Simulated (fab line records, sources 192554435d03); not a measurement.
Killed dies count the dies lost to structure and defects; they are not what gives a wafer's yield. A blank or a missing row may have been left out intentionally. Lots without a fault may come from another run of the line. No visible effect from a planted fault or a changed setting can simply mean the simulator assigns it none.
Comparing a struck lot with a sound one    flow n5-finfet    35 out of 1938 route steps
Sound: wafers L446.2, L446.4, L446.6. The struck wafers were L454.2, L454.3, L454.6. At the end, the cause is stated.
Order at every step that has rows: each side's tool, ch and its chambers, its first start. Under that, the readings that differ: sound wafers    struck wafers    difference of the means    sigmas: that difference in standard deviations of wafers without a fault.
alike: readings with means less than 2 such deviations apart, plus words and numbers identical on both sides. not compared: withheld readings, readings lacking a value on some wafer, bounds such as >300 that could conceal the same value, and numbers that have no deviation in the record and whose values overlap.
The two part at a step that has a row with sigmas, a row that says differs or no value, or rows on one side only. Numbers that don't overlap but have no deviation are shown without sigmas and don't part them. Lack of a reading on every wafer of one side parts them only where that side has two or more wafers.

first, 7 steps without rows for these wafers: N5_BEOL_M4_CMP_52 (polishes, stops on SiOC, t overpolish 6.8 s, target thk 40 nm); N5_BEOL_M4_PRE_CLEAN_60 (time 15 s); N5_BEOL_M4_CO_CAP_55 (material Co, precursor CCTBA/H2, target thk 2 nm, time 102.1 s); N5_BEOL_M4_PRE_CLEAN_56 (time 15 s); N5_BEOL_M4_DEP_57 (deposits SiCN from 3MS/NH3, target thk 8 nm, time 14 s); N5_BEOL_M5_ILD_DEP_00 (deposits SiCOH lowk from DEMS/porogen, target thk 140.64 nm, time 25.9 s); N5_BEOL_M5_CURE_79 (cures SiCOH lowk, time 240 s).
N5_BEOL_M5_PECVD_70: deposits SiO2 from TEOS/O2, target thk 16 nm, time 18 s.
  sound on pecvd-04 ch 0,1,2, day 7 21:11; struck on pecvd-04 ch 0,1, day 10 09:37
reading                                     sound         struck       difference  sigmas
model.SiO2_of_BEOL_M5_PECVD_70.thk-nm (nm)  15.8 16.2 16  8.4 8.2 8.4  -7.7        
  alike: heater-power-w, showerhead-plenum-p-Torr, showerhead-vpp-V, throttle-valve-pct
then, 25 steps without rows for these wafers: N5_BEOL_M5_HM_DEP_02 (deposits TiN, target thk 20 nm); N5_BEOL_M5_COAT_59 (time 60 s, resist thk 60 nm); N5_BEOL_M5_COAT_60 (time 60 s, resist thk 12 nm); N5_BEOL_M5_COAT_71 (time 60 s, resist thk 5 nm); N5_BEOL_M5_COAT_05 (resist thk 30 nm); N5_BEOL_M5_EBR_07; N5_BEOL_M5_SOFTBAKE_06 (time 60 s); N5_BEOL_M5_EXPOSE_08 (exposes mask M5, target cd 28 nm); N5_BEOL_M5_PEB_09 (peb time 60 s); N5_BEOL_M5_DEVELOP_10 (develop time 30 s); N5_BEOL_M5_DESCUM_16 (chemistry O2, time 7 s); N5_BEOL_M5_ETCH_72 (etches underlayer in N2/H2, target depth 6.5 nm, time 5.2 s); N5_BEOL_M5_ETCH_61 (etches SiARC in CF4, target depth 15.6 nm, time 26 s); N5_BEOL_M5_ETCH_62 (etches SOC in N2/H2, target depth 75 nm, overetch 15 nm, time 112.5 s); N5_BEOL_M5_STRIP_63 (strips in N2/H2); N5_BEOL_M5_STRIP_73 (strips in N2/H2); N5_BEOL_M5_STRIP_64 (strips in CF4); N5_BEOL_M5_HM_OPEN_17 (chemistry Cl2/BCl3, target TiN, target depth 20 nm, overetch 6 nm); N5_BEOL_M5_STRIP_19 (strips in O2); N5_BEOL_M5_COAT_65 (time 60 s, resist thk 60 nm); N5_BEOL_M5_COAT_66 (time 60 s, resist thk 12 nm); N5_BEOL_M5_COAT_74 (time 60 s, resist thk 5 nm); N5_BEOL_M5_COAT_22 (resist thk 30 nm); N5_BEOL_M5_EBR_24; N5_BEOL_M5_SOFTBAKE_23 (time 60 s).
N5_BEOL_M5_HM_STRIP_39: strips TiN in peroxide tin strip, target depth 25 nm, time 158 s.
  sound on wet-bench-05 ch 0,1,6, day 7 23:40; struck on wet-bench-05 ch 0,2,4, day 10 13:41
reading                                     sound       struck     difference  sigmas
model.SiO2_of_BEOL_M5_PECVD_70.thk-nm (nm)  15.8 16 16  8.4 8 8.2  -7.7        
  alike: temp-c
N5_BEOL_M5_CMP_52: polishes, stops on SiCOH lowk, t overpolish 6.9 s, target thk 62 nm.
  sound on cmp-01 ch 0,1,3, day 8 06:38; struck on cmp-02 ch 0,2, day 10 22:14
reading                       sound           struck          difference  sigmas
barrier-field-endpoint-s (s)  24.8 25.5 25.7  15.6 15.3 15.3  -9.9        -14
  alike: motor-current-A, slurry-flow-ml-min

WHERE THEY PART
N5_BEOL_M5_CMP_52 only, going by this record.

WHY: the cause the simulator had injected
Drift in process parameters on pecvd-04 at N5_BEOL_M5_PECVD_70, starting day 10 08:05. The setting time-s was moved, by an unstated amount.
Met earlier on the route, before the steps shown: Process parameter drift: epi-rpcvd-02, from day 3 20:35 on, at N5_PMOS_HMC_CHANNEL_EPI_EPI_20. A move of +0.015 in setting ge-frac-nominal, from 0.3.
